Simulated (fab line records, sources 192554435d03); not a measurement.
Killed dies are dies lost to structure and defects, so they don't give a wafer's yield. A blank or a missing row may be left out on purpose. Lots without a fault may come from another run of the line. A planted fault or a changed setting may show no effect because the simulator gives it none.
fab line records | flow n5_finfet
record lots=24 wafers=72 last_day=18
route steps=1938 shown BEOL_M10@1527 BEOL_M11@1538
lots that met no fault: from a run of the same line without faults
start_h: hours from the record's first day to the start of the lot's first wafer shown | wait_h: hours since the lot's step before | " the same as in the row above | L1.1+2: a row that stands for several wafers | - no value, or no start given | * or withheld: withheld | < > ~ a bound
route shown NAME@n: a module of which the file shows steps, and the number in the route of the first | usual: mean/standard deviation of fault-free wafers | same: alike in all rows | chamber/n: place in a boat | sites: the reading at each site | _std_site: their standard deviation | _edge_site: outer sites' mean less inner sites' | radius_mm: how far each site lies from the wafer's centre | mask NAME#n: copy n | behind: the tool/chamber that last shaped the wafer | hold: why the lot was held/for how many hours/how that ended | device: the transistor (n, p or np) that didn't switch | end of line: the same wafers' tests at the end of the route | a step without rows: its recipe alone | killed: dies lost to structure and defects at the first sort, not the wafer's yield | map: a wafer's dies, x killed, . not, _ none there
set.NAME: the setting as run; set.NAME@STEP: as run at that earlier step | model.NAME: the simulator's own value behind a step, which no gauge read
steps of the route over a sample of lots; a table a step, a row a wafer
services: from which hour (start_h, from the record's first day; less than 0 if before it) a tool's chamber was out of use, for how many hours, and why
## steps
# step N5_BEOL_M10_SPUTTER_48
# recipe material=Cu target_thk_a=120 temp_c=-20 bias_v=60 power_w=26000 chamber_pressure_pa=0.13 time_s=2
# usual throttle_valve_pct=30.4/0.93
# columns lot.wafer tool chamber start_h wait_h throttle_valve_pct
L075.1 pvd_sputter-02 - 225.26 1.8 30.0
L075.4 " - " " 30.5
L075.6 " - " " 30.1
L074.2 pvd_sputter-01 - 226.59 0.1 30.9
L074.3 " - " " 28.7
L074.4 " - " " 30.0
L077.2 pvd_sputter-01 - 231.67 0.3 28.5
L077.4 " - " " 31.0
L077.5 " - " " 32.1
L076.2 pvd_sputter-03 - 233.82 0.2 29.1
L076.3 " - " " 30.8
L076.5 " - " " 30.5
L078.2 pvd_sputter-02 - 256.99 0.1 30.0
L078.5 " - " " 30.0
L078.6 " - " " 30.0
L079.2 pvd_sputter-03 - 257.08 0.1 30.6
L079.4 " - " " 29.5
L079.6 " - " " 30.8
L081.3 pvd_sputter-02 - 266.52 0.2 29.9
L081.5 " - " " 30.6
L081.6 " - " " 32.0
L082.1 pvd_sputter-02 - 274.32 0.2 30.2
L082.2 " - " " 29.9
L082.3 " - " " 30.4
L080.4 pvd_sputter-03 - 282.52 0.1 31.1
L080.5 " - " " 30.6
L080.6 " - " " 31.1
L083.1 pvd_sputter-03 - 284.82 0.8 30.7
L083.3 " - " " 29.2
L083.4 " - " " 30.9
L085.2 pvd_sputter-03 - 292.87 0.2 30.7
L085.4 " - " " 29.3
L085.6 " - " " 30.9
L086.1 pvd_sputter-03 - 293.31 0.2 29.5
L086.2 " - " " 31.0
L086.4 " - " " 31.0
L084.3 pvd_sputter-01 - 296.43 0.1 30.9
L084.4 " - " " 28.8
L084.6 " - " " 28.3
L088.2 pvd_sputter-03 - 300.98 0.1 29.0
L088.3 " - " " 30.9
L088.6 " - " " 30.7
L087.1 pvd_sputter-03 - 301.88 0.1 30.7
L087.3 " - " " 29.6
L087.6 " - " " 31.1
L089.1 pvd_sputter-01 - 315.84 0.2 28.6
L089.2 " - " " 30.9
L089.3 " - " " 31.6
L090.1 pvd_sputter-01 - 315.92 0.2 31.8
L090.2 " - " " 30.8
L090.3 " - " " 29.7
L092.4 pvd_sputter-01 - 324.16 0.2 29.8
L092.5 " - " " 28.4
L092.6 " - " " 31.0
L093.1 pvd_sputter-02 - 335.34 0.1 30.2
L093.5 " - " " 30.2
L093.6 " - " " 32.0
L091.1 pvd_sputter-02 - 335.42 0.1 30.1
L091.2 " - " " 29.9
L091.6 " - " " 30.6
L094.3 pvd_sputter-02 - 342.70 0.1 30.0
L094.4 " - " " 31.8
L094.6 " - " " 29.9
L095.2 pvd_sputter-02 - 349.09 0.1 30.6
L095.3 " - " " 29.9
L095.6 " - " " 30.5
L096.1 pvd_sputter-02 - 357.43 0.2 32.1
L096.4 " - " " 29.9
L096.6 " - " " 30.0
L097.1 pvd_sputter-03 - 380.65 0.1 30.8
L097.2 " - " " 29.5
L097.4 " - " " 29.3
# step N5_BEOL_M11_THK_MEAS_01
# recipe reads=SiCOH_lowk_of_BEOL_M11_ILD_DEP_00
# usual M11_ILD_THK=267/3.7
# columns lot.wafer tool chamber start_h wait_h M11_ILD_THK[nm]
L075.1 film_metro-02 - 226.90 0.4 266
L075.4 " - " " 270
L075.6 " - " " 272
L074.2 film_metro-01 - 229.45 0.7 265
L074.3 " - " " 266
L074.4 " - " " 266
L077.2 film_metro-01 - 233.38 0.4 261
L077.4 " - " " 268
L077.5 " - " " 263
L076.2 film_metro-01 - 236.10 0.7 265
L076.3 " - " " 262
L076.5 " - " " 267
L078.2 film_metro-02 - 258.60 0.4 261
L078.5 " - " " 266
L078.6 " - " " 267
L079.2 film_metro-01 - 258.99 0.4 264
L079.4 " - " " 269
L079.6 " - " " 274
L081.3 film_metro-01 - 268.14 0.3 264
L081.5 " - " " 272
L081.6 " - " " 273
L082.1 film_metro-02 - 276.64 0.4 265
L082.2 " - " " 264
L082.3 " - " " 259
L080.4 film_metro-01 - 284.13 0.2 268
L080.5 " - " " 269
L080.6 " - " " 272
L083.1 film_metro-02 - 286.90 0.8 262
L083.3 " - " " 264
L083.4 " - " " 268
L085.2 film_metro-02 - 295.01 0.4 264
L085.4 " - " " 270
L085.6 " - " " 270
L086.1 film_metro-02 - 295.29 0.4 265
L086.2 " - " " 270
L086.4 " - " " 269
L084.3 film_metro-02 - 298.52 0.5 263
L084.4 " - " " 270
L084.6 " - " " 267
L088.2 film_metro-01 - 302.61 0.4 265
L088.3 " - " " 267
L088.6 " - " " 269
L087.1 film_metro-02 - 303.57 0.4 263
L087.3 " - " " 265
L087.6 " - " " 270
L089.1 film_metro-01 - 317.51 0.4 266
L089.2 " - " " 262
L089.3 " - " " 264
L090.1 film_metro-02 - 317.96 0.4 271
L090.2 " - " " 267
L090.3 " - " " 269
L092.4 film_metro-01 - 325.73 0.2 275
L092.5 " - " " 268
L092.6 " - " " 271
L093.1 film_metro-02 - 337.24 0.4 266
L093.5 " - " " 270
L093.6 " - " " 264
L091.1 film_metro-02 - 337.53 0.4 266
L091.2 " - " " 266
L091.6 " - " " 271
L094.3 film_metro-02 - 344.79 0.5 266
L094.4 " - " " 268
L094.6 " - " " 269
L095.2 film_metro-01 - 350.75 0.4 264
L095.3 " - " " 265
L095.6 " - " " 266
L096.1 film_metro-01 - 359.52 0.4 260
L096.4 " - " " 262
L096.6 " - " " 268
L097.1 film_metro-01 - 382.26 0.4 271
L097.2 " - " " 267
L097.4 " - " " 274
# step N5_BEOL_M11_HM_DEP_02
# recipe material=TiN target_thk_a=200 temp_c=25 chamber_pressure_pa=0.49996
# usual throttle_valve_pct=30.2/0.92
# columns lot.wafer tool chamber start_h wait_h throttle_valve_pct
L075.1 pvd_sputter-02 - 228.71 1.8 29.7
L075.4 " - " " 32.2
L075.6 " - " " 30.1
L074.2 pvd_sputter-02 - 229.73 0.2 30.0
L074.3 " - " " 29.8
L074.4 " - " " 30.4
L077.2 pvd_sputter-03 - 233.68 0.2 30.9
L077.4 " - " " 29.3
L077.5 " - " " 29.6
L076.2 pvd_sputter-02 - 236.59 0.4 29.8
L076.3 " - " " 32.0
L076.5 " - " " 30.0
L078.2 pvd_sputter-03 - 262.09 3.4 29.3
L078.5 " - " " 30.8
L078.6 " - " " 29.6
L079.2 pvd_sputter-03 - 262.19 3.1 29.3
L079.4 " - " " 30.8
L079.6 " - " " 30.8
L081.3 pvd_sputter-03 - 268.42 0.2 30.7
L081.5 " - " " 31.0
L081.6 " - " " 29.4
L082.1 pvd_sputter-02 - 277.94 1.2 30.4
L082.2 " - " " 29.9
L082.3 " - " " 30.2
L080.4 pvd_sputter-03 - 285.36 1.2 29.5
L080.5 " - " " 29.5
L080.6 " - " " 29.3
L083.1 pvd_sputter-01 - 288.30 1.3 31.4
L083.3 " - " " 29.7
L083.4 " - " " 31.0
L085.2 pvd_sputter-01 - 295.83 0.8 31.8
L085.4 " - " " 28.5
L085.6 " - " " 29.8
L086.1 pvd_sputter-01 - 295.93 0.6 29.8
L086.2 " - " " 31.6
L086.4 " - " " 31.2
L084.3 pvd_sputter-02 - 299.78 1.2 30.1
L084.4 " - " " 30.1
L084.6 " - " " 30.6
L088.2 pvd_sputter-03 - 304.64 2.0 29.3
L088.3 " - " " 30.8
L088.6 " - " " 29.3
L087.1 pvd_sputter-01 - 304.84 1.2 30.0
L087.3 " - " " 31.6
L087.6 " - " " 28.6
L089.1 pvd_sputter-02 - 317.75 0.2 30.8
L089.2 " - " " 30.1
L089.3 " - " " 29.9
L090.1 pvd_sputter-01 - 318.18 0.2 31.8
L090.2 " - " " 31.5
L090.3 " - " " 29.9
L092.4 pvd_sputter-02 - 328.21 2.4 30.0
L092.5 " - " " 30.5
L092.6 " - " " 31.7
L093.1 pvd_sputter-01 - 337.89 0.6 28.2
L093.5 " - " " 28.5
L093.6 " - " " 31.3
L091.1 pvd_sputter-01 - 337.99 0.4 31.0
L091.2 " - " " 30.0
L091.6 " - " " 29.8
L094.3 pvd_sputter-01 - 345.69 0.8 28.4
L094.4 " - " " 29.7
L094.6 " - " " 29.9
L095.2 pvd_sputter-03 - 351.94 1.1 30.7
L095.3 " - " " 29.4
L095.6 " - " " 30.8
L096.1 pvd_sputter-03 - 361.46 1.9 29.5
L096.4 " - " " 30.8
L096.6 " - " " 29.1
L097.1 pvd_sputter-03 - 384.01 1.7 30.8
L097.2 " - " " 29.6
L097.4 " - " " 29.8
# step N5_BEOL_M11_OVL_MEAS_12
# recipe points_per_wafer=44
# usual M11_OVL=0.2/0.71
# columns lot.wafer tool chamber start_h wait_h M11_OVL[nm]
L075.1 overlay-02 0 229.25 0.0 -0.8
L075.4 " 0 " " 0.8
L075.6 " 0 " " 0.4
L074.2 overlay-02 0 230.26 0.0 0.3
L074.3 " 0 " " -0.8
L074.4 " 0 " " 0.0
L077.2 overlay-02 0 234.21 0.0 0.2
L077.4 " 0 " " 0.5
L077.5 " 0 " " 0.8
L076.2 overlay-01 0 237.12 0.0 1.7
L076.3 " 0 " " 1.9
L076.5 " 0 " " 1.1
L078.2 overlay-02 0 262.62 0.0 0.6
L078.5 " 0 " " 0.4
L078.6 " 0 " " 0.2
L079.2 overlay-01 0 262.78 0.0 1.0
L079.4 " 0 " " 1.0
L079.6 " 0 " " 0.9
L081.3 overlay-01 0 268.95 0.0 0.7
L081.5 " 0 " " 0.4
L081.6 " 0 " " -0.3
L082.1 overlay-02 0 278.48 0.0 1.9
L082.2 " 0 " " 0.3
L082.3 " 0 " " 1.2
L080.4 overlay-02 0 285.76 0.0 -0.3
L080.5 " 0 " " 0.8
L080.6 " 0 " " 0.8
L083.1 overlay-02 0 288.84 0.0 0.4
L083.3 " 0 " " 1.5
L083.4 " 0 " " 0.7
L085.2 overlay-01 0 296.35 0.0 -0.9
L085.4 " 0 " " 1.1
L085.6 " 0 " " 1.0
L086.1 overlay-01 0 296.52 0.0 -0.2
L086.2 " 0 " " -0.6
L086.4 " 0 " " 0.2
L084.3 overlay-02 0 300.18 0.0 -0.1
L084.4 " 0 " " -0.3
L084.6 " 0 " " -0.8
L088.2 overlay-01 0 305.17 0.0 -0.3
L088.3 " 0 " " -0.5
L088.6 " 0 " " 0.0
L087.1 overlay-02 0 305.36 0.0 0.1
L087.3 " 0 " " -0.5
L087.6 " 0 " " -0.6
L089.1 overlay-01 0 318.27 0.0 0.7
L089.2 " 0 " " -0.4
L089.3 " 0 " " 1.7
L090.1 overlay-02 0 318.70 0.0 0.5
L090.2 " 0 " " 0.0
L090.3 " 0 " " -0.1
L092.4 overlay-02 0 328.74 0.0 -0.6
L092.5 " 0 " " -1.0
L092.6 " 0 " " -0.8
L093.1 overlay-01 0 338.29 0.0 0.5
L093.5 " 0 " " 0.5
L093.6 " 0 " " 0.2
L091.1 overlay-01 0 338.52 0.0 0.2
L091.2 " 0 " " 0.0
L091.6 " 0 " " 0.3
L094.3 overlay-01 0 346.09 0.0 -0.2
L094.4 " 0 " " -1.1
L094.6 " 0 " " -0.1
L095.2 overlay-01 0 352.47 0.0 0.3
L095.3 " 0 " " 0.3
L095.6 " 0 " " 0.5
L096.1 overlay-02 0 361.99 0.0 -0.5
L096.4 " 0 " " -0.5
L096.6 " 0 " " -0.2
L097.1 overlay-01 0 384.42 0.0 1.2
L097.2 " 0 " " 1.3
L097.4 " 0 " " -0.2
# step N5_BEOL_M11_PRE_CLEAN_45
# recipe gas=H2/He time_s=30 temp_c=250
# usual heater_power_w=332/44
# columns lot.wafer tool chamber start_h wait_h heater_power_w
L074.2 pvd_sputter-02 - 233.37 0.0 372
L074.3 " - " " 342
L074.4 " - " " 273
L075.1 pvd_sputter-03 - 233.42 0.0 284
L075.4 " - " " 410
L075.6 " - " " 413
L077.2 pvd_sputter-02 - 239.05 0.0 367
L077.4 " - " " 343
L077.5 " - " " 281
L076.2 pvd_sputter-01 - 240.17 0.0 308
L076.3 " - " " 318
L076.5 " - " " 326
L078.2 pvd_sputter-03 - 265.13 0.0 285
L078.5 " - " " 292
L078.6 " - " " 355
L079.2 pvd_sputter-03 - 267.39 0.0 352
L079.4 " - " " 352
L079.6 " - " " 352
L081.3 pvd_sputter-02 - 273.15 0.0 371
L081.5 " - " " 281
L081.6 " - " " 349
L082.1 pvd_sputter-01 - 281.84 0.0 295
L082.2 " - " " 271
L082.3 " - " " 308
L080.4 pvd_sputter-01 - 288.74 0.0 317
L080.5 " - " " 307
L080.6 " - " " 267
L083.1 pvd_sputter-01 - 291.71 0.0 291
L083.3 " - " " 321
L083.4 " - " " 270
L086.1 pvd_sputter-02 - 300.44 0.0 378
L086.2 " - " " 355
L086.4 " - " " 269
L085.2 pvd_sputter-03 - 300.70 0.0 364
L085.4 " - " " 413
L085.6 " - " " 348
L084.3 pvd_sputter-01 - 304.50 0.0 313
L084.4 " - " " 307
L084.6 " - " " 301
L087.1 pvd_sputter-03 - 308.92 0.0 277
L087.3 " - " " 360
L087.6 " - " " 360
L088.2 pvd_sputter-03 - 309.00 0.0 422
L088.3 " - " " 357
L088.6 " - " " 351
L089.1 pvd_sputter-02 - 320.71 0.0 278
L089.2 " - " " 374
L089.3 " - " " 352
L090.1 pvd_sputter-02 - 320.89 0.0 373
L090.2 " - " " 272
L090.3 " - " " 349
L092.4 pvd_sputter-03 - 331.73 0.0 290
L092.5 " - " " 281
L092.6 " - " " 354
L091.1 pvd_sputter-02 - 342.58 0.0 367
L091.2 " - " " 279
L091.6 " - " " 372
L093.1 pvd_sputter-02 - 342.90 0.0 372
L093.5 " - " " 366
L093.6 " - " " 367
L094.3 pvd_sputter-02 - 349.30 0.0 374
L094.4 " - " " 280
L094.6 " - " " 359
L095.2 pvd_sputter-01 - 356.62 0.0 306
L095.3 " - " " 291
L095.6 " - " " 287
L096.1 pvd_sputter-02 - 365.89 0.0 353
L096.4 " - " " 275
L096.6 " - " " 362
L097.1 pvd_sputter-03 - 388.49 0.0 351
L097.2 " - " " 433
L097.4 " - " " 352
# step N5_BEOL_M11_DEP_56
# recipe material=SiCN target_thk_a=300 temp_c=withheld precursor=3MS/NH3 pressure_torr=3 rf_w=675 time_s=10.5
# usual showerhead_plenum_p_Torr=4.159/0.02 throttle_valve_pct=18.2/0.92
# columns lot.wafer tool chamber start_h wait_h showerhead_plenum_p_Torr since_wet_clean_h throttle_valve_pct
L074.2 pecvd-04 0 235.33 0.0 4.156 1120 17.3
L074.3 " 2 " " 4.125 366 18.5
L074.4 " 1 " " 4.156 - 17.5
L075.1 pecvd-02 2 235.43 0.0 4.151 531 18.1
L075.4 " 2 " " 4.143 - 18.2
L075.6 " 1 " " 4.181 - 18.0
L077.2 pecvd-03 2 241.08 0.0 4.158 191 17.1
L077.4 " 1 " " 4.200 - 17.5
L077.5 " 0 " " 4.160 - 18.0
L076.2 pecvd-03 2 241.92 0.0 4.150 192 17.0
L076.3 " 0 " " 4.155 946 18.1
L076.5 " 2 " " 4.158 - 17.1
L078.2 pecvd-03 2 267.68 0.0 4.153 218 16.8
L078.5 " 0 " " 4.159 - 18.5
L078.6 " 2 " " 4.150 - 16.9
L079.2 pecvd-04 2 269.57 0.0 4.137 401 19.2
L079.4 " 0 " " 4.160 - 17.5
L079.6 " 2 " " 4.137 - 19.0
L081.3 pecvd-02 1 275.37 0.0 4.175 2067 17.8
L081.5 " 2 " " 4.139 - 18.2
L081.6 " 1 " " 4.184 - 17.9
L082.1 pecvd-03 1 283.67 0.0 4.197 1713 17.6
L082.2 " 2 " " 4.151 234 17.2
L082.3 " 0 " " 4.151 988 18.3
L080.4 pecvd-02 1 290.15 0.0 4.184 - 17.8
L080.5 " 2 " " 4.150 - 18.4
L080.6 " 0 " " 4.168 - 20.2
L083.1 pecvd-02 0 293.83 0.0 4.163 1360 20.2
L083.3 " 2 " " 4.159 590 18.3
L083.4 " 2 " " 4.145 - 18.0
L086.1 pecvd-03 2 302.23 0.0 4.153 252 17.1
L086.2 " 1 " " 4.197 1731 17.5
L086.4 " 2 " " 4.161 - 17.2
L085.2 pecvd-02 1 302.46 0.0 4.183 2094 17.8
L085.4 " 1 " " 4.177 - 17.9
L085.6 " 2 " " 4.153 - 18.4
L084.3 pecvd-02 2 305.98 0.0 4.140 602 18.3
L084.4 " 1 " " 4.180 - 17.6
L084.6 " 2 " " 4.151 - 18.1
L087.1 pecvd-04 2 310.69 0.0 4.140 442 19.3
L087.3 " 0 " " 4.160 1196 17.5
L087.6 " 2 " " 4.144 - 19.3
L088.2 pecvd-04 2 311.31 0.0 4.136 442 19.2
L088.3 " 0 " " 4.151 1196 17.6
L088.6 " 2 " " 4.125 - 19.1
L089.1 pecvd-04 1 323.32 0.0 4.140 1933 17.4
L089.2 " 2 " " 4.138 454 18.9
L089.3 " 0 " " 4.148 1208 17.5
L090.1 pecvd-04 2 323.62 0.0 4.131 455 19.4
L090.2 " 0 " " 4.158 1209 17.4
L090.3 " 1 " " 4.148 1934 17.3
L092.4 pecvd-04 0 334.27 0.0 4.160 - 17.4
L092.5 " 2 " " 4.131 - 19.4
L092.6 " 1 " " 4.152 - 17.5
L091.1 pecvd-03 1 344.00 0.0 4.197 1773 17.7
L091.2 " 0 " " 4.153 1048 18.2
L091.6 " 2 " " 4.157 - 17.4
L093.1 pecvd-02 0 344.70 0.0 4.160 1411 20.0
L093.5 " 1 " " 4.170 - 18.1
L093.6 " 2 " " 4.151 - 18.4
L094.3 pecvd-03 1 352.21 0.0 4.209 1781 17.6
L094.4 " 1 " " 4.204 - 17.8
L094.6 " 0 " " 4.158 - 18.2
L095.2 pecvd-02 0 359.04 0.0 4.170 1425 20.2
L095.3 " 1 " " 4.172 2150 18.1
L095.6 " 2 " " 4.143 - 18.5
L096.1 pecvd-04 0 368.49 0.0 4.132 1254 17.6
L096.4 " 2 " " 4.131 - 19.4
L096.6 " 0 " " 4.150 - 17.3
L097.1 pecvd-03 2 390.08 0.0 4.153 340 17.1
L097.2 " 0 " " 4.159 1094 18.2
L097.4 " 0 " " 4.152 - 18.1
## services
# columns tool chamber start_h hours kind
pecvd-04 1 208.31 2.1 scheduled_down
pecvd-02 - 233.00 0.7 repair
pecvd-04 - 252.22 14.6 pm
pecvd-03 0 258.06 5.5 scheduled_down
pvd_sputter-01 - 260.51 3.0 repair
pecvd-02 2 317.65 2.1 scheduled_down
pecvd-04 1 341.19 4.1 repair
pecvd-04 2 374.78 2.1 scheduled_down
pecvd-04 0 381.91 5.5 scheduled_down
pecvd-02 1 382.24 5.5 scheduled_down
## key
fault none
